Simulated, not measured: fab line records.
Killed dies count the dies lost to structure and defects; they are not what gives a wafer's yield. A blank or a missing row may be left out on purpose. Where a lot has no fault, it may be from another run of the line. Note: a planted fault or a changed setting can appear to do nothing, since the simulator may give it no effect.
Which of the tools did it? -- flow n5-finfet -- 30 wafers from 10 lots sampled at 4 of the route's 1938 steps

== WHAT THE GAUGES SHOWED, per wafer ==
N5_BEOL_M4_RC_MEAS_101.
lot,measured,on,CJ_P
L874,day 8 04:23,prober-01,5.97 5.54 5.72
L876,day 8 14:21,prober-02,5.96 6.00 5.86
L877,day 8 21:01,prober-02,6.08 6.32 5.92
L881,day 9 22:11,prober-01,2.91 2.87 2.97
L883,day 10 02:59,prober-01,3.05 2.97 3.04
L893,day 13 02:40,prober-01,5.39 5.62 5.60
L894,day 13 04:31,prober-01,5.44 5.40 5.99
L895,day 13 15:16,prober-01,6.00 5.94 6.12
L896,day 13 20:48,prober-02,5.91 5.59 5.99
L897,day 14 09:07,prober-02,5.81 6.11 5.95

== WHICH TOOL RAN EACH LOT (tool, then ch and the chambers of the sampled wafers, then the start) ==
lot,N5_ZERO_LAYER_ETCH_18,N5_ZERO_LAYER_STRIP_24,N5_WELL_APT_IMPLANT_15
L874,"rie-si-01 ch 0,1,2, day 1 13:02","plasma-asher-02 ch 1, day 1 13:09","implanter-01 ch 0, day 1 14:16"
L876,"rie-si-04 ch 0,1, day 2 00:58","plasma-asher-01 ch 0,1, day 2 01:04","implanter-01 ch 0, day 2 02:31"
L877,"rie-si-01 ch 0,1,3, day 2 06:47","plasma-asher-01 ch 0,1, day 2 06:55","implanter-02 ch 0, day 2 08:07"
L881,"rie-si-03 ch 0,3, day 3 06:55","plasma-asher-02 ch 0, day 3 07:01","implanter-01 ch 0, day 3 08:10"
L883,"rie-si-03 ch 0,2, day 3 18:56","plasma-asher-01 ch 0,1, day 3 19:03","implanter-01 ch 0, day 3 20:08"
L893,"rie-si-01 ch 1,3, day 6 06:55","plasma-asher-01 ch 0,1, day 6 07:01","implanter-01 ch 0, day 6 08:10"
L894,"rie-si-04 ch 1,2, day 6 12:50","plasma-asher-02 ch 0,1, day 6 12:56","implanter-01 ch 0, day 6 13:58"
L895,"rie-si-03 ch 1,2,3, day 6 18:49","plasma-asher-01 ch 0,1, day 6 18:55","implanter-01 ch 0, day 6 20:17"
L896,"rie-si-01 ch 0,2,3, day 7 00:48","plasma-asher-02 ch 0,1, day 7 00:55","implanter-01 ch 0, day 7 02:05"
L897,"rie-si-03 ch 0,1,3, day 7 08:31","plasma-asher-01 ch 0,1, day 7 08:37","implanter-01 ch 0, day 7 09:52"
- N5_ZERO_LAYER_ETCH_18: etches Si in HBr/Cl2, target depth 120 nm, time 40 s.
- N5_ZERO_LAYER_STRIP_24: strips in O2.
- N5_WELL_APT_IMPLANT_15

== THE ANSWER, worked out from the rows above alone ==
Rule: usual is defined by the lots themselves. The widest of any qualifying gaps counts: lots, ordered by their means at a reading, are off when they make up no more than a third of the lots, leave a main group of 4 or more, and stand apart from it by 3 or more times the standard deviation of that group's means. Not used: any main group whose means are identical at the precision the tables above print for the reading. Also off: a lot with no number at a reading for which 4 or more lots have one. The other lots that the step has rows for count as sound.
Off: L881, L883, at N5_BEOL_M4_RC_MEAS_101 (CJ_P). For the main group the mean is 5.84 and the standard deviation 0.19.
A tool fits if, at a process step before that reading, it ran every lot that is off, and no sound lot after the first of them. Gauges at N5_BEOL_M4_RC_MEAS_101: tried the same way as those tools. None of those tried fits.

== WHAT HAD BEEN PUT IN BY THE SIMULATOR ==
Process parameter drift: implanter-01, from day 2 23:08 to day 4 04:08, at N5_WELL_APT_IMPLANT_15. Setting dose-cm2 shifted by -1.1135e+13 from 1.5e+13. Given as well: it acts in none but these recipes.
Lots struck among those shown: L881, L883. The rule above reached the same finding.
